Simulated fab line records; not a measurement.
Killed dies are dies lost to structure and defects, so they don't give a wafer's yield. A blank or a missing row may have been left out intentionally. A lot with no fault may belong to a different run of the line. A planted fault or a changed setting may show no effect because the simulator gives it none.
fab line records    flow n5_finfet
record: lots: 7  wafers: 18  last_day: 16
route steps=1938 shown BEOL_M3@965 BEOL_M4@1111 PASSIVATION@1936
lots with no fault: from the same line, run without faults
start_h: the number of hours between the record's first day and the start of the first shown wafer of the lot    wait_h: hours elapsed since this lot's preceding step    " identical to the entry in the row above    L1.1+2: a single row standing in for several wafers    - value missing, or start not given    * or withheld: withheld    < > ~ a bound
route shown NAME@n: a module of which the file shows steps, and the number in the route of the first    usual: the fault-free wafers' mean and standard deviation    same: alike in all rows    chamber/n: place in a boat    sites: readings site by site    _std_site: how widely they spread, as a standard deviation    _edge_site: inner sites' mean taken away from outer sites' mean    radius_mm: for every site, how far away it sits from the centre of the wafer    mask NAME#n: copy n    behind: the tool/chamber that last shaped the wafer    hold: why the lot went on hold/how many hours it stayed there/how the hold came to an end    device: whichever transistor did not switch (one of n, p or np)    end of line: at the end of the route, the tests of the same wafers    a step given without rows: its recipe and nothing more    killed: count of dies lost to structure and defects at first sort (not the wafer's yield)    map: a wafer's dies, marking killed ones x, the rest . and places with no die _
set.NAME: the setting that was run; set.NAME@STEP: the one run at that earlier step    model.NAME: the simulator's own value behind a step, which no gauge read
certain route steps with their lots: each step a table, each wafer a row
services: a tool's chamber out of use, with start hour (start_h, from the record's first day; less than 0 if before it), hours out, and reason
== steps ==
step: N5_BEOL_M3_DEVELOP_27
recipe: develop_time_s: 30  developer: TMAH  resist: CAR-EUV  rinse_liquid: surfactant_rinse  dry: air_spin  dev_temp_c: 23
step: N5_BEOL_M3_CD_MEAS_28
recipe: target_cd_nm: 25.7  landing_energy_ev: 500  detector: se_inlens  target_cd_y_nm: 23.3  polarity: opening
usual: cd_nm: 25.77/0.24
lot.wafer  tool       chamber  start_h  wait_h  cd_nm
L617.1     cd_sem-02  0        156.98   -       25.55
L617.2     "          0        "        "       25.75
L617.5     "          0        "        "       25.93
L622.3     cd_sem-03  0        180.17   -       25.48
L622.5     "          0        "        "       25.70
L622.6     "          0        "        "       25.92
L624.4     cd_sem-02  0        186.51   -       25.66
L624.5     "          0        "        "       25.81
L626.1     cd_sem-02  0        200.92   -       25.83
L626.6     "          0        "        "       26.02
L629.5     cd_sem-02  0        225.28   -       25.62
L629.6     "          0        "        "       25.84
L633.1     cd_sem-03  0        243.30   -       25.91
L633.4     "          0        "        "       25.95
L633.6     "          0        "        "       25.61
L635.2     cd_sem-01  0        255.87   -       26.19
L635.3     "          0        "        "       26.02
L635.4     "          0        "        "       26.09
step: N5_BEOL_M3_OVL_MEAS_29
recipe: points_per_wafer: 522
usual: V2_OVL: 0.1/0.64
lot.wafer  tool        chamber  start_h  wait_h  V2_OVL[nm]
L617.1     overlay-02  0        157.01   0.0     0.2
L617.2     "           0        "        "       -0.1
L617.5     "           0        "        "       0.0
L622.3     overlay-01  0        180.21   0.0     -0.5
L622.5     "           0        "        "       -0.2
L622.6     "           0        "        "       -0.3
L624.4     overlay-01  0        186.55   0.0     0.3
L624.5     "           0        "        "       -0.1
L626.1     overlay-02  0        200.95   0.0     0.0
L626.6     "           0        "        "       0.3
L629.5     overlay-01  0        225.33   0.0     0.9
L629.6     "           0        "        "       0.6
L633.1     overlay-01  0        243.33   0.0     0.9
L633.4     "           0        "        "       0.8
L633.6     "           0        "        "       1.0
L635.2     overlay-01  0        255.90   0.0     1.1
L635.3     "           0        "        "       1.4
L635.4     "           0        "        "       0.6
step: N5_BEOL_M3_INSPECT_30
recipe: mode: adi  inspect_instrument: brightfield
usual: raw_defect_count: 407/84
lot.wafer  tool               chamber  start_h  wait_h  raw_defect_count
L617.1     defect_inspect-02  -        157.07   0.1     324
L617.2     "                  -        "        "       340
L617.5     "                  -        "        "       354
L622.3     defect_inspect-01  -        180.26   0.0     261
L622.5     "                  -        "        "       336
L622.6     "                  -        "        "       390
L624.4     defect_inspect-01  -        186.60   0.0     517
L624.5     "                  -        "        "       470
L626.1     defect_inspect-02  -        201.01   0.1     538
L626.6     "                  -        "        "       463
L629.5     defect_inspect-02  -        225.37   0.0     571
L629.6     "                  -        "        "       444
L633.1     defect_inspect-01  -        243.39   0.1     399
L633.4     "                  -        "        "       308
L633.6     "                  -        "        "       549
L635.2     defect_inspect-02  -        255.96   0.0     528
L635.3     "                  -        "        "       533
L635.4     "                  -        "        "       416
step: N5_BEOL_M3_DESCUM_33
recipe: chemistry: O2  time_s: 7  source_power_w: 50  bias_power_w: 20  pressure_mtorr: 20  rf_frequency_hz: 2.712e+07  temp_c: 40  resist: CAR-EUV  o2_flow_sccm: 225
usual: drypump_motor_current_A: 5.5/0.41  oes_product_au: 0.81/0.064  rf_fwd_power_W: 49.35/0.23  rf_vpp_V: 243.3/1.6  showerhead_plenum_p_Torr: 2.11/0.087  throttle_valve_pct: 20.33/0.19
lot.wafer  tool         chamber  start_h  wait_h  drypump_motor_current_A  oes_product_au  rf_fwd_power_W  rf_hours_counter_h  rf_vpp_V  showerhead_plenum_p_Torr  throttle_valve_pct
L617.1     rie_diel-06  2        157.10   0.0     5.4                      0.84            49.27           84                  244.9     2.23                      20.43
L617.2     "            3        "        "       5.9                      0.80            49.66           133                 240.5     1.93                      20.08
L617.5     "            2        "        "       5.4                      0.84            49.38           -                   244.9     2.23                      20.43
L622.3     rie_diel-05  2        180.29   0.0     5.1                      0.84            49.57           68                  245.2     2.21                      20.34
L622.5     "            3        "        "       5.2                      0.84            49.20           -                   242.7     2.14                      20.40
L622.6     "            2        "        "       5.1                      0.84            49.79           -                   245.1     2.21                      20.32
L624.4     rie_diel-05  1        186.63   0.0     5.8                      0.89            49.23           40                  243.7     2.15                      20.57
L624.5     "            0        "        "       6.1                      0.83            49.06           -                   244.2     2.11                      20.28
L626.1     rie_diel-05  2        201.04   0.0     5.1                      0.82            49.49           73                  246.1     2.21                      20.37
L626.6     "            0        "        "       6.1                      0.82            49.20           -                   243.9     2.11                      20.30
L629.5     rie_diel-02  1        225.41   0.0     6.0                      0.78            49.61           -                   240.2     1.99                      20.01
L629.6     "            0        "        "       5.0                      0.73            49.30           -                   243.0     2.09                      20.53
L633.1     rie_diel-06  3        243.42   0.0     5.9                      0.78            49.83           158                 240.8     1.92                      20.12
L633.4     "            2        "        "       5.4                      0.81            49.15           -                   245.0     2.22                      20.49
L633.6     "            3        "        "       5.9                      0.77            49.68           -                   239.4     1.92                      20.11
L635.2     rie_diel-06  3        255.99   0.0     5.9                      0.77            49.37           164                 241.2     1.92                      20.11
L635.3     "            0        "        "       5.7                      0.90            49.05           39                  242.0     2.11                      20.11
L635.4     "            0        "        "       5.7                      0.89            49.16           -                   243.9     2.11                      20.08
step: N5_BEOL_M3_ETCH_77
recipe: chemistry: N2/H2  target: underlayer  target_depth_a: 65  mask_material: CAR-EUV  time_s: 5.2  ion_energy_ev: 200  pressure_mtorr: 30  source_w: 840  bias_w: 150  n2_flow_sccm: 200  h2_flow_sccm: 200  ends: cleared
usual: drypump_motor_current_A: 5.5/0.41  etch_rf_on_time_s: 5.20/0.16  oes_product_au: 0.69/0.054  rf_fwd_power_W: 819.4/2.1  rf_vpp_V: 524.5/2.9  showerhead_plenum_p_Torr: 2.56/0.11  throttle_valve_pct: 17.76/0.21
lot.wafer  tool         chamber  start_h  wait_h  drypump_motor_current_A  etch_rf_on_time_s  oes_product_au  rf_fwd_power_W  rf_hours_counter_h  rf_vpp_V  showerhead_plenum_p_Torr  throttle_valve_pct
L617.1     rie_diel-06  2        157.14   0.0     5.4                      4.91               0.72            821.5           84                  527.4     2.68                      17.69
L617.2     "            3        "        "       5.9                      5.16               0.68            820.6           133                 519.0     2.33                      17.42
L617.5     "            2        "        "       5.4                      4.85               0.73            819.2           -                   527.2     2.68                      17.71
L622.3     rie_diel-05  2        180.33   0.0     5.1                      5.06               0.73            821.9           68                  527.6     2.70                      17.79
L622.5     "            3        "        "       5.2                      5.46               0.71            819.4           -                   526.7     2.61                      17.94
L622.6     "            2        "        "       5.1                      5.09               0.72            818.3           -                   528.5     2.70                      17.76
L624.4     rie_diel-05  1        186.66   0.0     5.8                      5.28               0.75            822.4           40                  525.8     2.61                      18.09
L624.5     "            0        "        "       6.1                      5.28               0.70            818.2           -                   525.8     2.59                      17.75
L626.1     rie_diel-05  2        201.08   0.0     5.1                      5.07               0.72            819.8           73                  527.2     2.70                      17.75
L626.6     "            0        "        "       6.0                      5.20               0.72            817.3           -                   524.9     2.58                      17.77
L629.5     rie_diel-02  1        225.44   0.0     6.1                      5.14               0.65            816.5           -                   519.8     2.42                      17.51
L629.6     "            0        "        "       5.0                      5.23               0.62            820.0           -                   523.9     2.51                      17.71
L633.1     rie_diel-06  3        243.46   0.0     5.9                      5.14               0.66            821.0           158                 518.3     2.32                      17.47
L633.4     "            2        "        "       5.4                      4.86               0.71            817.2           -                   525.9     2.67                      17.73
L633.6     "            3        "        "       5.9                      5.20               0.66            821.8           -                   518.6     2.32                      17.44
L635.2     rie_diel-06  3        256.03   0.0     5.9                      5.11               0.66            818.2           164                 516.8     2.32                      17.52
L635.3     "            0        "        "       5.6                      5.19               0.76            816.7           39                  524.6     2.59                      17.58
L635.4     "            0        "        "       5.7                      5.25               0.77            819.7           -                   525.5     2.59                      17.58
step: N5_BEOL_M3_ETCH_69
recipe: chemistry: CF4  target: SiARC  target_depth_a: 156  mask_material: CAR-EUV  time_s: 26  ion_energy_ev: 80  pressure_mtorr: 40  source_w: 545  bias_w: 36  Ar_flow_sccm: 100  cf4_flow_sccm: 100  ends: cleared
usual: drypump_motor_current_A: 5.5/0.41  etch_rf_on_time_s: 25.9/0.81  oes_product_au: 0.69/0.054  rf_fwd_power_W: 531.9/1.8  rf_vpp_V: 184.2/1.3  showerhead_plenum_p_Torr: 2.15/0.073  throttle_valve_pct: 15.47/0.12
lot.wafer  tool         chamber  start_h  wait_h  drypump_motor_current_A  etch_rf_on_time_s  oes_product_au  rf_fwd_power_W  rf_hours_counter_h  rf_vpp_V  showerhead_plenum_p_Torr  throttle_valve_pct
L617.1     rie_diel-06  2        157.15   0.0     5.4                      24.1               0.73            532.2           84                  186.6     2.25                      15.44
L617.2     "            3        "        "       5.9                      25.3               0.69            530.4           133                 180.3     1.99                      15.34
L617.5     "            2        "        "       5.4                      24.4               0.73            531.2           -                   186.8     2.25                      15.45
L622.3     rie_diel-05  2        180.35   0.0     5.1                      25.4               0.72            534.3           68                  186.8     2.24                      15.34
L622.5     "            3        "        "       5.2                      27.3               0.72            531.0           -                   184.9     2.17                      15.37
L622.6     "            2        "        "       5.1                      25.4               0.72            533.4           -                   186.2     2.24                      15.34
L624.4     rie_diel-05  1        186.68   0.0     5.8                      26.1               0.75            529.4           40                  185.8     2.19                      15.54
L624.5     "            0        "        "       6.0                      26.0               0.72            528.8           -                   183.6     2.15                      15.44
L626.1     rie_diel-05  2        201.09   0.0     5.1                      25.6               0.71            532.2           73                  184.7     2.24                      15.35
L626.6     "            0        "        "       6.0                      26.1               0.71            532.4           -                   183.6     2.15                      15.46
L629.5     rie_diel-02  1        225.48   0.0     6.0                      26.0               0.65            535.1           -                   183.6     2.06                      15.42
L629.6     "            0        "        "       5.0                      26.7               0.62            531.6           -                   186.0     2.13                      15.64
L633.1     rie_diel-06  3        243.47   0.0     5.9                      25.3               0.67            533.7           158                 182.6     1.99                      15.38
L633.4     "            2        "        "       5.4                      24.2               0.71            530.5           -                   185.5     2.24                      15.49
L633.6     "            3        "        "       5.9                      25.4               0.67            535.9           -                   182.2     1.99                      15.38
L635.2     rie_diel-06  3        256.04   0.0     5.9                      25.2               0.67            533.9           164                 182.2     1.98                      15.41
L635.3     "            0        "        "       5.6                      25.6               0.77            531.2           39                  184.1     2.18                      15.39
L635.4     "            0        "        "       5.6                      25.7               0.76            532.1           -                   184.0     2.18                      15.38
step: N5_BEOL_M3_ALD_98
recipe: material: SiO2  target_thk_a: 25  temp_c: 100  ald_precursor_family: BDEAS  ald_co_reactant: O2-plasma  pulse_time_s: 1  co_reactant_pulse_time_s: 1  purge_time_s: 2  co_reactant_purge_time_s: 2  ald_cycles: 17  pressure_torr: 2
step: N5_BEOL_M3_ETCHBACK_99
recipe: chemistry: CHF3  target: SiO2  target_depth_a: 50  time_s: 10.4  source_w: 215  bias_w: 47  Ar_flow_sccm: 200  CHF3_flow_sccm: 12  ion_energy_ev: 100  pressure_mtorr: 30
usual: drypump_motor_current_A: 5.5/0.42  oes_product_au: 0.81/0.074  rf_fwd_power_W: 212.3/0.98  rf_vpp_V: 237/7.5  showerhead_plenum_p_Torr: 2.17/0.08  throttle_valve_pct: 16.96/0.15
lot.wafer  tool         chamber  start_h  wait_h  drypump_motor_current_A  oes_product_au  rf_fwd_power_W  rf_hours_counter_h  rf_vpp_V  showerhead_plenum_p_Torr  throttle_valve_pct
L617.1     rie_diel-05  2        160.80   2.7     5.1                      0.84            213.0           62                  246       2.26                      16.79
L617.2     "            0        "        "       6.1                      0.84            211.1           64                  243       2.17                      16.91
L617.5     "            3        "        "       5.2                      0.86            212.1           -                   246       2.19                      16.90
L622.3     rie_diel-06  0        184.35   3.9     5.6                      0.94            210.4           15                  243       2.20                      16.80
L622.5     "            0        "        "       5.6                      0.94            211.4           -                   243       2.20                      16.80
L622.6     "            1        "        "       4.7                      0.68            212.0           -                   228       2.12                      17.19
L624.4     rie_diel-06  1        188.48   1.6     4.7                      0.67            213.1           235                 226       2.12                      17.20
L624.5     "            2        "        "       5.4                      0.83            212.1           -                   234       2.26                      16.90
L626.1     rie_diel-06  3        203.65   2.4     5.9                      0.78            214.6           146                 228       1.99                      16.82
L626.6     "            2        "        "       5.4                      0.83            212.2           -                   235       2.26                      16.90
L629.5     rie_diel-06  2        226.98   1.4     5.4                      0.82            212.8           -                   234       2.25                      16.92
L629.6     "            3        "        "       5.9                      0.78            213.1           -                   228       1.99                      16.82
L633.1     rie_diel-05  2        243.91   0.3     5.1                      0.82            212.6           85                  247       2.25                      16.84
L633.4     "            3        "        "       5.2                      0.82            212.6           65                  245       2.18                      16.95
L633.6     "            0        "        "       6.0                      0.81            210.3           -                   242       2.16                      16.99
L635.2     rie_diel-02  3        256.39   0.2     5.4                      0.73            212.8           172                 233       2.23                      17.12
L635.3     "            0        "        "       5.0                      0.73            211.7           193                 249       2.15                      17.18
L635.4     "            1        "        "       6.0                      0.77            213.8           169                 227       2.07                      16.90
step: N5_BEOL_M3_ETCH_70
recipe: chemistry: N2/H2  target: SOC  target_depth_a: 800  overetch_a: 160  mask_material: SiARC  temp_c: 40  time_s: 120  ion_energy_ev: 200  pressure_mtorr: 30  source_w: 840  bias_w: 150  n2_flow_sccm: 200  h2_flow_sccm: 200
usual: drypump_motor_current_A: 5.5/0.42  oes_product_au: 0.62/0.055  rf_fwd_power_W: 835.2/2.7  rf_vpp_V: 524.5/2.9  showerhead_plenum_p_Torr: 2.56/0.11  throttle_valve_pct: 17.71/0.21
lot.wafer  tool         chamber  start_h  wait_h  drypump_motor_current_A  oes_product_au  rf_fwd_power_W  rf_hours_counter_h  rf_vpp_V  showerhead_plenum_p_Torr  throttle_valve_pct
L617.1     rie_diel-05  2        160.84   0.0     5.1                      0.64            837.0           62                  529.4     2.70                      17.70
L617.2     "            0        "        "       6.0                      0.64            830.6           64                  525.7     2.59                      17.70
L617.5     "            3        "        "       5.2                      0.67            834.9           -                   525.3     2.61                      17.89
L622.3     rie_diel-06  0        184.39   0.0     5.7                      0.71            837.3           15                  527.2     2.60                      17.48
L622.5     "            0        "        "       5.7                      0.72            832.4           -                   526.5     2.60                      17.49
L622.6     "            1        "        "       4.7                      0.52            834.2           -                   522.4     2.49                      17.79
L624.4     rie_diel-06  1        188.52   0.0     4.7                      0.52            833.6           235                 522.9     2.49                      17.76
L624.5     "            2        "        "       5.4                      0.62            841.8           -                   527.3     2.67                      17.67
L626.1     rie_diel-06  3        203.69   0.0     5.9                      0.59            836.0           146                 518.2     2.33                      17.41
L626.6     "            2        "        "       5.4                      0.62            835.9           -                   526.8     2.67                      17.68
L629.5     rie_diel-06  2        227.04   0.0     5.4                      0.61            830.5           -                   528.4     2.67                      17.69
L629.6     "            3        "        "       5.9                      0.60            836.6           -                   518.4     2.32                      17.43
L633.1     rie_diel-05  2        243.95   0.0     5.1                      0.63            838.2           85                  526.7     2.69                      17.74
L633.4     "            3        "        "       5.1                      0.64            835.4           65                  524.7     2.60                      17.92
L633.6     "            0        "        "       6.1                      0.62            835.1           -                   525.2     2.58                      17.72
L635.2     rie_diel-02  3        256.43   0.0     5.5                      0.56            839.6           172                 526.4     2.65                      18.06
L635.3     "            0        "        "       5.1                      0.56            833.5           193                 525.4     2.50                      17.69
L635.4     "            1        "        "       6.0                      0.58            837.9           169                 520.3     2.41                      17.48
step: N5_BEOL_M3_STRIP_71
recipe: chemistry: N2/H2  temp_c: 40  n2_flow_sccm: 200  h2_flow_sccm: 200  rf_frequency_hz: 6e+07
step: N5_BEOL_M3_STRIP_78
recipe: chemistry: N2/H2  temp_c: 40  n2_flow_sccm: 200  h2_flow_sccm: 200  rf_frequency_hz: 6e+07
step: N5_BEOL_M3_VIA_ETCH_34
recipe: chemistry: C4F6/O2  target_depth_a: 694  mask_material: SOC  pressure_mtorr: 15  ion_energy_ev: 250  taper_deg: 4  time_s: 65.9  source_w: 350  bias_w: 170  Ar_flow_sccm: 300  C4F6_flow_sccm: 10  O2_flow_sccm: 10
usual: drypump_motor_current_A: 5.5/0.42  oes_product_au: 0.81/0.074  rf_fwd_power_W: 347.0/1.2  rf_vpp_V: 655/20  showerhead_plenum_p_Torr: 2.86/0.1  throttle_valve_pct: 30.67/0.24
lot.wafer  tool         chamber  start_h  wait_h  drypump_motor_current_A  oes_product_au  rf_fwd_power_W  rf_hours_counter_h  rf_vpp_V  showerhead_plenum_p_Torr  throttle_valve_pct  model.etch.depth_nm  model.SOC_of_BEOL_M3_COAT_67.thk_nm
L617.1     rie_diel-05  2        160.94   0.0     5.1                      0.85            348.2           62                  681       2.98                      30.62               70.27                51.6
L617.2     "            0        "        "       6.0                      0.84            347.3           64                  670       2.87                      30.49               68.35                52.2
L617.5     "            3        "        "       5.2                      0.86            347.7           -                   679       2.89                      30.74               67.52                52.2
L622.3     rie_diel-06  0        184.49   0.0     5.6                      0.95            345.4           15                  674       2.90                      30.61               70.33                51.8
L622.5     "            0        "        "       5.7                      0.95            348.4           -                   674       2.90                      30.61               70.72                51.8
L622.6     "            1        "        "       4.7                      0.67            347.0           -                   628       2.80                      30.62               67.17                52
L624.4     rie_diel-06  1        188.62   0.0     4.7                      0.54            347.7           235                 629       2.80                      30.58               45.98                54.6
L624.5     "            2        "        "       5.4                      0.83            347.0           -                   650       2.98                      30.49               71.81                51.6
L626.1     rie_diel-06  3        203.79   0.0     5.9                      0.77            346.9           146                 631       2.63                      30.51               68.75                51.6
L626.6     "            2        "        "       5.4                      0.67            349.5           -                   649       2.98                      30.46               50.56                53.8
L629.5     rie_diel-06  2        227.13   0.0     5.4                      0.81            348.4           -                   648       2.97                      30.49               72.35                51.4
L629.6     "            3        "        "       5.9                      0.63            346.3           -                   631       2.63                      30.50               48.31                54.4
L633.1     rie_diel-05  2        244.05   0.0     5.1                      0.81            347.0           85                  679       2.97                      30.63               68.78                52
L633.4     "            3        "        "       5.2                      0.82            346.9           65                  680       2.88                      30.78               66.52                52.4
L633.6     "            0        "        "       6.0                      0.81            345.8           -                   671       2.86                      30.52               68.2                 52.4
L635.2     rie_diel-02  3        256.53   0.0     5.5                      0.73            347.0           172                 645       2.94                      30.67               69.19                52
L635.3     "            0        "        "       5.0                      0.72            346.3           193                 685       2.84                      30.90               68.56                51.6
L635.4     "            1        "        "       6.0                      0.76            349.6           169                 629       2.74                      30.51               69.76                51.8
step: N5_BEOL_M3_STRIP_83
recipe: chemistry: C4F6/O2  resist: SiARC  rf_frequency_hz: 6e+07
step: N5_BEOL_M4_RC_MEAS_101
usual: DIBL_N: 36.7/2.4  DIBL_P: 37.4/2.9  IOFF_N: 0.18/0.05  IOFF_P: 0.23/0.058  ION_N: 683/16  ION_P: 467/11  SS_N: 71.7/0.77  SS_P: 73.5/0.87  VT_N: 249/4.3  VT_P: -250/4.4
lot.wafer  tool       chamber  start_h  wait_h  DIBL_N[mV/V]  DIBL_P[mV/V]  IOFF_N[nA/um]  IOFF_P[nA/um]  ION_N[uA/um]  ION_P[uA/um]  SS_N[mV/dec]  SS_P[mV/dec]  VT_N[mV]  VT_P[mV]
L617.1     prober-02  0        175.90   0.0     35.7          34.7          0.15           0.18           672           462           71.4          72.3          250       -251
L617.2     "          0        "        "       36.2          37.0          0.16           0.21           692           474           71.0          73.2          249       -250
L617.5     "          0        "        "       30.8          30.5          0.09           0.13           675           468           69.7          71.3          257       -257
L622.3     prober-01  0        201.35   0.3     40.9          42.0          0.29           0.40           689           475           72.6          74.5          239       -238
L622.5     "          0        "        "       39.0          39.7          0.23           0.32           693           478           72.0          73.5          243       -244
L622.6     "          0        "        "       35.2          34.7          0.16           0.21           698           479           70.9          73.2          247       -249
L624.4     prober-01  0        209.62   0.5     36.1          35.1          0.17           0.25           673           469           72.0          72.9          249       -246
L624.5     "          0        "        "       40.5          41.1          0.28           0.37           700           476           72.8          74.9          243       -242
L626.1     prober-01  0        224.21   0.0     35.2          34.6          0.12           0.15           669           453           71.3          72.5          255       -260
L626.6     "          0        "        "       38.6          39.5          0.20           0.21           700           474           71.6          74.0          246       -253
L629.5     prober-01  0        245.01   0.6     38.0          40.3          0.19           0.28           673           465           71.8          74.7          247       -243
L629.6     "          0        "        "       38.2          39.2          0.20           0.27           698           476           72.2          74.0          249       -245
L633.1     prober-02  0        259.90   0.0     35.4          37.9          0.16           0.23           691           478           71.3          73.9          251       -249
L633.4     "          0        "        "       38.4          41.0          0.21           0.27           692           470           71.8          73.8          248       -248
L633.6     "          0        "        "       34.6          37.0          0.14           0.21           663           463           70.9          73.5          253       -249
L635.2     prober-01  0        278.30   0.2     32.3          32.5          0.12           0.17           680           467           70.5          72.4          251       -250
L635.3     "          0        "        "       36.7          37.5          0.19           0.24           672           453           72.3          73.9          246       -246
L635.4     "          0        "        "       36.2          38.1          0.20           0.26           699           479           72.0          73.8          244       -247
step: N5_PASSIVATION_PROBE_49
usual: defect_limited_yield: 91.4/1.6  killed_at_M0_to_M3: 31/11  killed_at_M4_up: 14/5.7  killed_at_contacts: 12/6  killed_at_front_end: 41/13  killed_at_other: 3.3/2.8  killed_dies: 101/19  killed_open: 67/14  killed_short: 33/8.2  sort_bin_4_leakage: 0.0/0.37  sort_bin_5_function: 5.0/1.1  sort_bin_6_memory: 3.3/0.74  sort_bin_8_speed: 0.0/0.36  sort_n_pass: 1078/20  sort_yield_pct: 91.3/1.7
same: gross_dies: 1180  killed_at_back_side: 0
lot.wafer  tool       chamber  start_h  wait_h  defect_limited_yield[%]  killed_at_M0_to_M3  killed_at_M4_up  killed_at_contacts  killed_at_front_end  killed_at_other  killed_dies  killed_open  killed_short  sort_bin_4_leakage[%]  sort_bin_5_function[%]  sort_bin_6_memory[%]  sort_bin_8_speed[%]  sort_n_pass  sort_yield_pct[%]
L624.4     prober-01  -        307.83   0.2     90.4                     47                  8                17                  39                   2                113          69           38            0                      5.7                     3.3                   0                    1067         90.4
killed by level:class
L624.4 BEOL_M0_SAQP:geometric_particle:short=13 MOL_CONTACT_COAG:geometric_particle:open=12 BEOL_M2:geometric_particle:open=9 BEOL_M0_SAQP:geometric_particle:open=8 FIN_SAQP:geometric_particle:short=7 BEOL_M3:geometric_particle:open=6 STI_FIN_REVEAL:geometric_particle:open=5 MOL_CONTACT_COAG:geometric_particle:short=5
== services ==
tool         chamber  start_h  hours  kind
rie_diel-02  3        135.96   8.7    repair
rie_diel-05  2        208.68   3.8    repair
rie_diel-05  0        221.63   2.8    repair
rie_diel-06  1        237.52   -      clean
rie_diel-06  1        237.52   -      consumable_replace:focus_ring
rie_diel-06  1        237.52   21.4   scheduled_down
rie_diel-06  1        237.52   21.4   vent_cycle
== key ==
first_sign: step: N5_BEOL_M3_VIA_ETCH_34  reading: oes_product_au  direction: down  sigmas: 2.6  usual: 0.81  struck: 0.61  wafers_moved: 2
effect none on later readings
model_effect: step: N5_BEOL_M3_VIA_ETCH_34  value: etch.depth_nm  without: 69.6  struck: 48.28
met_at N5_BEOL_M3_VIA_ETCH_34
struck_wafers L624.4,L626.6,L629.6
onset_between 184.49 188.62
fault: kind: process_parameter_drift  tool: rie_diel-06  chamber: -  onset_h: 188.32  steps: N5_BEOL_M3_VIA_ETCH_34  channel: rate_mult  offset: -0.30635  shape: step  end_h: 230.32  scope: struck_wafers_only
